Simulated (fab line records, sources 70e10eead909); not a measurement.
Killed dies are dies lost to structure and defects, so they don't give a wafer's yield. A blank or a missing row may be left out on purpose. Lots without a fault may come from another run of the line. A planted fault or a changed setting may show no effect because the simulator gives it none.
Problem report in the 8D (eight disciplines) form, filled by code | flow nand_harc | the parts of the form that need people (team, actions taken, sign-off) are left out

1. THE PROBLEM
raw_defect_count at NHARC_P_GATE_INSPECT_68 reads a mean of 1130 on 9 wafers of 3 lots; wafers without a fault read 230 with a standard deviation of 98. That is +9.2 standard deviations from the usual mean.
First seen on wafer L939.2, day 9 17:34, on defect_inspect-02. The record holds 36 wafers of 12 lots with a number at this step. Rule for "out", or "out of limits": more than 4 standard deviations from the usual mean. The other wafers with a number count as sound.

2. WHAT IT IS AND WHAT IT IS NOT
question                    | is                                   | is not
which readings at this step | raw_defect_count                     | -
which lots                  | L939, L941, L942                     | L923, L924, L925, L927, L928, L929, L931, L943, L944
which wafers of those lots  | all that have a number               | -
read on which gauges        | defect_inspect-01, defect_inspect-02 | -
when                        | from day 9 17:34                     | up to then (21 sound wafers); but 6 sound wafers of L943, L944 came after

3. SUSPECTS, AND WHAT RULES EACH OUT
Counting: a tool at a process step up to the reading stays a suspect if it ran every lot that is out and no sound lot after the first of them.
- the gauge at NHARC_P_GATE_INSPECT_68: ruled out. The wafers that are out were read on 2 gauges (defect_inspect-01, defect_inspect-02).
- rie_diel-10 at NHARC_P_GATE_STRIP_101 (strips in O2, time 20 s): kept. It ran every lot that is out, first L939 (day 9 09:30), and no sound lot after that; its last sound lot up to then is L931 (day 7 08:54).
Left after counting: rie_diel-10 at NHARC_P_GATE_STRIP_101.

4. THE CAUSE (what the simulator had put in)
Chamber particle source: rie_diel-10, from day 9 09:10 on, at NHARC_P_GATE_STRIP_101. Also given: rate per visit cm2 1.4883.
Counting left only this tool.

5. THE CHAIN OF EFFECTS, in route order
Each row: a reading whose mean over the struck wafers that have a number lies more than 3 standard deviations from the usual. Only readings for which the record gives a usual standard deviation are gone through. hours: the time from each lot's start at the first step in this table that gives one to its start at this step, as a median over the lots. sigmas: the change in usual standard deviations.
hours | step                    | reading          | usual | on struck wafers | change | sigmas
0     | NHARC_P_GATE_INSPECT_68 | raw_defect_count | 230   | 1130             | +900   | +9.2
Later measuring or inspecting steps at which every struck wafer that the step has a row for has a number for every such reading, and none has moved that far: NHARC_P_CONTACT_OVL_MEAS_13.

6. WHAT WOULD HAVE CAUGHT IT SOONER
In this record the first reading out of limits at a measuring or inspecting step was taken at day 9 17:34, 8 hours after the fault began at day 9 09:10.
Of the tool readings at NHARC_P_GATE_STRIP_101 for which the record gives a usual standard deviation, none was out on any struck wafer, so an alarm limit of 4 standard deviations on them would not have fired.
Of the lots that are out (3), L941, L942 began NHARC_P_GATE_STRIP_101 on rie_diel-10 after day 9 17:34. A hold on the tool at that time would have spared those 2.
